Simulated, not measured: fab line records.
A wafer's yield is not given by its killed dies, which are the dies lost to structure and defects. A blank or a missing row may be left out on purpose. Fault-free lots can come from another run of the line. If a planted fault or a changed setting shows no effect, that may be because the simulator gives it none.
One fault through the eyes of 2 desks | flow n5-finfet | numbers are kept per desk, each desk with only its own; the story behind them comes last

== AT THE TOOL OWNER'S DESK: litho-track-01 ==
The tool's own readings at N5_FIN_SAQP_COAT_50 (time 60 s, resist thk 35 nm): means of the sampled wafers that have a number, for each lot that ran on this tool. A lot is out of limits, marked OUT, if its mean lies more than 4 standard deviations from the usual mean; the brackets give that distance.
Columns: A = spin-speed-rpm at N5_FIN_SAQP_COAT_50, usual 1500.0 rpm
lot  | first seen here | A
L687 | day 3 09:19     | 1454.2 (-53) OUT
L688 | day 3 15:17     | 1454.5 (-52) OUT
L690 | day 4 03:55     | 1453.7 (-53) OUT
L703 | day 7 10:34     | 1499.5
This desk finds L687, L688, L690 out of limits, L687 being first, at day 3 09:19 (spin-speed-rpm at N5_FIN_SAQP_COAT_50). L703 stayed within limits.

== AT THE METROLOGY DESK ==
What the gauges read, lot by lot, whatever tool the lot ran on: means of the sampled wafers that have a number. A lot is out of limits, marked OUT, if its mean lies more than 4 standard deviations from the usual mean; the brackets give that distance. Of its 10 readings 7 are shown: those that lie furthest out on some lot.
Columns: A = DIBL_P at N5_BEOL_M4_RC_MEAS_101, usual 37.1 mV/V; B = IOFF_N at N5_BEOL_M4_RC_MEAS_101, usual 0.17 nA/um; C = IOFF_P at N5_BEOL_M4_RC_MEAS_101, usual 0.23 nA/um; D = ION_N at N5_BEOL_M4_RC_MEAS_101, usual 673 uA/um; E = ION_P at N5_BEOL_M4_RC_MEAS_101, usual 462 uA/um; F = SS_P at N5_BEOL_M4_RC_MEAS_101, usual 73.6 mV/dec; G = VT_P at N5_BEOL_M4_RC_MEAS_101, usual -249.7 mV
lot  | first seen here | A    | B    | C    | D   | E   | F    | G
L687 | day 9 06:11     | 38.8 | 0.18 | 0.25 | 668 | 458 | 73.2 | -247.3
L688 | day 9 13:32     | 37.9 | 0.18 | 0.25 | 671 | 463 | 73.8 | -248.5
L690 | day 10 08:52    | 37.1 | 0.17 | 0.24 | 676 | 463 | 74.1 | -248.8
L697 | day 12 08:23    | 37.7 | 0.17 | 0.22 | 672 | 459 | 73.5 | -250.5
L703 | day 13 14:15    | 33.8 | 0.13 | 0.18 | 653 | 450 | 72.7 | -253.6
This desk's finding: nothing out of limits on any of the 5 lots.

== ALL TOGETHER ==
The tool owner's desk could have raised an alarm at day 3 09:19, on L687, L688, L690.
Nothing out of limits was seen by the metrology desk.
The metrology desk has L687, L688, L690 on record, within its limits.
Of the lots named, all ran N5_FIN_SAQP_COAT_50 on litho-track-01.

== WHAT HAD BEEN PUT IN BY THE SIMULATOR ==
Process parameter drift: litho-track-01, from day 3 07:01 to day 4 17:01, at N5_FIN_SAQP_COAT_50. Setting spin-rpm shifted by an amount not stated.
Struck lots among those shown: L687, L688, L690.
How many hours passed from the start of the fault until each desk's first out-of-limits reading: the tool owner's desk, 2.
